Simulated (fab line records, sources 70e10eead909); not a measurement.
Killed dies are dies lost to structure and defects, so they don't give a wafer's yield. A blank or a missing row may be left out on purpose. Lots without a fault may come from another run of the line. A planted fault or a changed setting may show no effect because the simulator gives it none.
Which tool did it? | flow nand_harc | 14 lots, 42 wafers sampled, at 5 steps of a route of 1159

WHAT THE GAUGES READ, wafer by wafer
NHARC_A_ONON_D1_THK_MEAS_18: measures by ellipsometry. Usual: thk_nm 1002 nm, standard deviation 13.
lot  | measured     | on            | thk_nm (nm)    | flag
L895 | day 7 18:49  | film_metro-02 | 989 988 989    |
L896 | day 8 07:41  | film_metro-02 | 986 985 986    |
L897 | day 8 07:41  | film_metro-02 | 996 993 993    |
L898 | day 8 07:42  | film_metro-02 | 1008 1009 1009 |
L899 | day 8 17:35  | film_metro-02 | 1008 1007 1009 |
L900 | day 8 17:36  | film_metro-01 | 1026 1027 1028 |
L901 | day 9 11:05  | film_metro-01 | 1006 1005 1006 |
L902 | day 9 11:05  | film_metro-02 | 993 993 993    |
L903 | day 9 22:51  | film_metro-01 | 1004 1004 1005 |
L904 | day 10 14:44 | film_metro-02 | 1016 1013 1017 |
L906 | day 11 03:24 | film_metro-02 | 1005 1006 1004 |
L905 | day 11 03:14 | film_metro-01 | 1019 1021 1023 |
L912 | day 12 02:30 | film_metro-01 | 534 1009 536   | OFF
L913 | day 12 07:04 | film_metro-01 | 996 525 996    | OFF

WHICH TOOL RAN EACH LOT (tool, then ch and the chambers of the sampled wafers, then the start)
lot  | NHARC_P_BONDPAD_ANNEAL_28        | NHARC_P_BONDPAD_ACTIVATE_29        | NHARC_A_ZERO_WELL_RTA_16         | NHARC_A_ONON_D1_DEP_16
L895 | rtp_anneal-02 ch 0, day 6 06:08  | rie_diel-02 ch 2,3, day 6 07:05    | rtp_anneal-01 ch 0, day 6 09:38  | pecvd_onon-04 ch 0, day 7 18:18
L896 | rtp_anneal-02 ch 0, day 6 19:48  | rie_diel-02 ch 1,2,3, day 6 20:45  | rtp_anneal-01 ch 0, day 6 23:13  | pecvd_onon-03 ch 0, day 8 07:11
L897 | rtp_anneal-02 ch 0, day 6 20:14  | rie_diel-02 ch 1,2, day 6 21:09    | rtp_anneal-01 ch 0, day 6 23:47  | pecvd_onon-02 ch 0, day 8 07:14
L898 | rtp_anneal-01 ch 0, day 6 21:25  | rie_diel-02 ch 0,1,2, day 6 22:17  | rtp_anneal-02 ch 0, day 7 00:59  | pecvd_onon-04 ch 0, day 8 07:19
L899 | rtp_anneal-01 ch 0, day 7 07:24  | rie_diel-11 ch 1,2, day 7 08:19    | rtp_anneal-01 ch 0, day 7 10:54  | pecvd_onon-02 ch 0, day 8 17:08
L900 | rtp_anneal-02 ch 0, day 7 08:02  | rie_diel-11 ch 1,2, day 7 08:56    | rtp_anneal-02 ch 0, day 7 11:29  | pecvd_onon-04 ch 0, day 8 17:09
L901 | rtp_anneal-02 ch 0, day 8 00:58  | rie_diel-02 ch 1,3, day 8 01:55    | rtp_anneal-02 ch 0, day 8 04:26  | pecvd_onon-04 ch 0, day 9 10:35
L902 | rtp_anneal-02 ch 0, day 8 02:29  | rie_diel-02 ch 0,1,3, day 8 03:22  | rtp_anneal-02 ch 0, day 8 05:48  | pecvd_onon-02 ch 0, day 9 10:38
L903 | rtp_anneal-02 ch 0, day 8 10:04  | rie_diel-02 ch 1,3, day 8 10:56    | rtp_anneal-01 ch 0, day 8 13:29  | pecvd_onon-02 ch 0, day 9 22:23
L904 | rtp_anneal-02 ch 0, day 9 04:11  | rie_diel-02 ch 0,3, day 9 05:08    | rtp_anneal-02 ch 0, day 9 07:43  | pecvd_onon-03 ch 0, day 10 14:14
L906 | rtp_anneal-01 ch 0, day 9 12:44  | rie_diel-02 ch 0,2, day 9 13:42    | rtp_anneal-01 ch 0, day 9 16:14  | pecvd_onon-02 ch 0, day 11 02:53
L905 | rtp_anneal-02 ch 0, day 9 17:40  | rie_diel-13 ch 0,1,2, day 9 18:35  | rtp_anneal-02 ch 0, day 9 21:09  | pecvd_onon-03 ch 0, day 11 02:47
L912 | rtp_anneal-02 ch 0, day 10 16:23 | rie_diel-11 ch 1,2,3, day 10 17:20 | rtp_anneal-02 ch 0, day 10 19:46 | pecvd_onon-04 ch 0, day 12 01:59
L913 | rtp_anneal-01 ch 0, day 10 21:19 | rie_diel-02 ch 0,1,3, day 10 22:14 | rtp_anneal-01 ch 0, day 11 00:40 | pecvd_onon-04 ch 0, day 12 06:37
- NHARC_P_BONDPAD_ANNEAL_28: time 90 s.
- NHARC_P_BONDPAD_ACTIVATE_29: chemistry N2, time 60 s.
- NHARC_A_ZERO_WELL_RTA_16: time 10 s.
- NHARC_A_ONON_D1_DEP_16: target thk 1000 nm.

WHAT THE TOOLS THEMSELVES READ (means of the sampled wafers that have a number; where no wafer has one, the mark that the record gives instead)
NHARC_P_BONDPAD_ANNEAL_28. Usual: wafer_temp_C_max 226.15, standard deviation 0.26.
lot  | tool          | wafer_temp_C_max | flag
L895 | rtp_anneal-02 | 225.86           |
L896 | rtp_anneal-02 | 226.27           |
L897 | rtp_anneal-02 | 226.15           |
L898 | rtp_anneal-01 | 226.04           |
L899 | rtp_anneal-01 | 226.20           |
L900 | rtp_anneal-02 | 225.97           |
L901 | rtp_anneal-02 | 226.22           |
L902 | rtp_anneal-02 | 226.04           |
L903 | rtp_anneal-02 | 226.04           |
L904 | rtp_anneal-02 | 225.97           |
L906 | rtp_anneal-01 | 226.07           |
L905 | rtp_anneal-02 | 226.27           |
L912 | rtp_anneal-02 | 226.18           |
L913 | rtp_anneal-01 | 225.86           |

NHARC_P_BONDPAD_ACTIVATE_29. Usual: drypump_motor_current_A 5.9 A, standard deviation 0.42; n2_flow_sccm 199.9 sccm, standard deviation 0.61; oes_product_au 0.994 a.u., standard deviation 0.014; rf_vpp_V 64.2 V, standard deviation 0.85; showerhead_plenum_p_Torr 1.78 Torr, standard deviation 0.09.
lot  | tool        | drypump_motor_current_A (A) | n2_flow_sccm (sccm) | oes_product_au (a.u.) | rf_vpp_V (V) | showerhead_plenum_p_Torr (Torr) | flag
L895 | rie_diel-02 | 5.9                         | 200.1               | 0.995                 | 63.3         | 1.73                            |
L896 | rie_diel-02 | 6.1                         | 199.6               | 1.000                 | 64.4         | 1.72                            |
L897 | rie_diel-02 | 6.3                         | 199.9               | 1.001                 | 62.9         | 1.65                            |
L898 | rie_diel-02 | 5.9                         | 200.0               | 1.000                 | 63.7         | 1.72                            |
L899 | rie_diel-11 | 6.4                         | 200.2               | 1.011                 | 64.0         | 1.85                            |
L900 | rie_diel-11 | 6.4                         | 200.0               | 1.004                 | 64.3         | 1.85                            |
L901 | rie_diel-02 | 6.3                         | 199.2               | 0.994                 | 63.6         | 1.71                            |
L902 | rie_diel-02 | 5.9                         | 199.9               | 0.985                 | 64.7         | 1.78                            |
L903 | rie_diel-02 | 6.2                         | 200.0               | 0.999                 | 64.1         | 1.78                            |
L904 | rie_diel-02 | 5.6                         | 200.2               | 0.984                 | 64.0         | 1.84                            |
L906 | rie_diel-02 | 5.7                         | 199.2               | 0.985                 | 64.0         | 1.73                            |
L905 | rie_diel-13 | 5.7                         | 199.6               | 0.985                 | 64.4         | 1.88                            |
L912 | rie_diel-11 | 6.2                         | 200.5               | 1.006                 | 64.2         | 1.81                            |
L913 | rie_diel-02 | 5.9                         | 200.0               | 0.995                 | 64.2         | 1.77                            |

NHARC_A_ZERO_WELL_RTA_16. Usual: lamp_power_pct 28.1 %, standard deviation 2.8; wafer_temp_C_max 1004.9, standard deviation 1.
lot  | tool          | lamp_power_pct (%) | wafer_temp_C_max | flag
L895 | rtp_anneal-01 | 30.9               | 1006.5           |
L896 | rtp_anneal-01 | 30.8               | 1006.1           |
L897 | rtp_anneal-01 | 30.9               | 1004.6           |
L898 | rtp_anneal-02 | 25.3               | 1003.5           |
L899 | rtp_anneal-01 | 30.9               | 1003.7           |
L900 | rtp_anneal-02 | 25.3               | 1004.5           |
L901 | rtp_anneal-02 | 25.3               | 1004.7           |
L902 | rtp_anneal-02 | 25.3               | 1004.5           |
L903 | rtp_anneal-01 | 30.9               | 1005.0           |
L904 | rtp_anneal-02 | 25.3               | 1005.3           |
L906 | rtp_anneal-01 | 30.9               | 1004.7           |
L905 | rtp_anneal-02 | 25.3               | 1003.8           |
L912 | rtp_anneal-02 | 25.3               | 1004.0           |
L913 | rtp_anneal-01 | 30.9               | 1005.0           |

NHARC_A_ONON_D1_DEP_16. Usual: n2_flow_sccm 2750 sccm, standard deviation 6; n2o_flow_sccm 2001 sccm, standard deviation 5.5; nh3_flow_sccm 500.2 sccm, standard deviation 1.5.
lot  | tool          | n2_flow_sccm (sccm) | n2o_flow_sccm (sccm) | nh3_flow_sccm (sccm) | flag
L895 | pecvd_onon-04 | 2751                | 1998                 | 500.4                |
L896 | pecvd_onon-03 | 2750                | 2008                 | 500.5                |
L897 | pecvd_onon-02 | 2746                | 2005                 | 501.6                |
L898 | pecvd_onon-04 | 2748                | 2005                 | 499.9                |
L899 | pecvd_onon-02 | 2751                | 2003                 | 500.6                |
L900 | pecvd_onon-04 | 2750                | 1999                 | 501.1                |
L901 | pecvd_onon-04 | 2747                | 2001                 | 499.4                |
L902 | pecvd_onon-02 | 2743                | 2001                 | 499.4                |
L903 | pecvd_onon-02 | 2751                | 1996                 | 501.7                |
L904 | pecvd_onon-03 | 2755                | 1994                 | 501.1                |
L906 | pecvd_onon-02 | 2756                | 2002                 | 501.1                |
L905 | pecvd_onon-03 | 2755                | 2002                 | 501.9                |
L912 | pecvd_onon-04 | 2754                | 1994                 | 501.3                |
L913 | pecvd_onon-04 | 2753                | 1998                 | 499.3                |

THE ANSWER, worked out from the rows above alone
Rule: a lot is off if the mean of its wafers that have a number lies more than 3 standard deviations from the usual mean. A lot without any number at a reading at which 4 lots or more have one is off too. The other lots that the step has rows for count as sound. The gauges are gone through in route order, then the tools' own readings, and for those a lot's mean is taken as printed above. The first step at which some lot is off is used, and at that step the reading that is off furthest; a lot without a number counts as furthest.
Off: L912, L913, at NHARC_A_ONON_D1_THK_MEAS_18 (thk_nm).
A tool fits if, at a process step before that reading, it ran every lot that is off, and no sound lot after the first of them. The gauges at NHARC_A_ONON_D1_THK_MEAS_18 are tried like those tools. Can't be told from this: 2 tools fit, pecvd_onon-04 at NHARC_A_ONON_D1_DEP_16, film_metro-01 at NHARC_A_ONON_D1_THK_MEAS_18.

WHAT THE SIMULATOR HAD PUT IN
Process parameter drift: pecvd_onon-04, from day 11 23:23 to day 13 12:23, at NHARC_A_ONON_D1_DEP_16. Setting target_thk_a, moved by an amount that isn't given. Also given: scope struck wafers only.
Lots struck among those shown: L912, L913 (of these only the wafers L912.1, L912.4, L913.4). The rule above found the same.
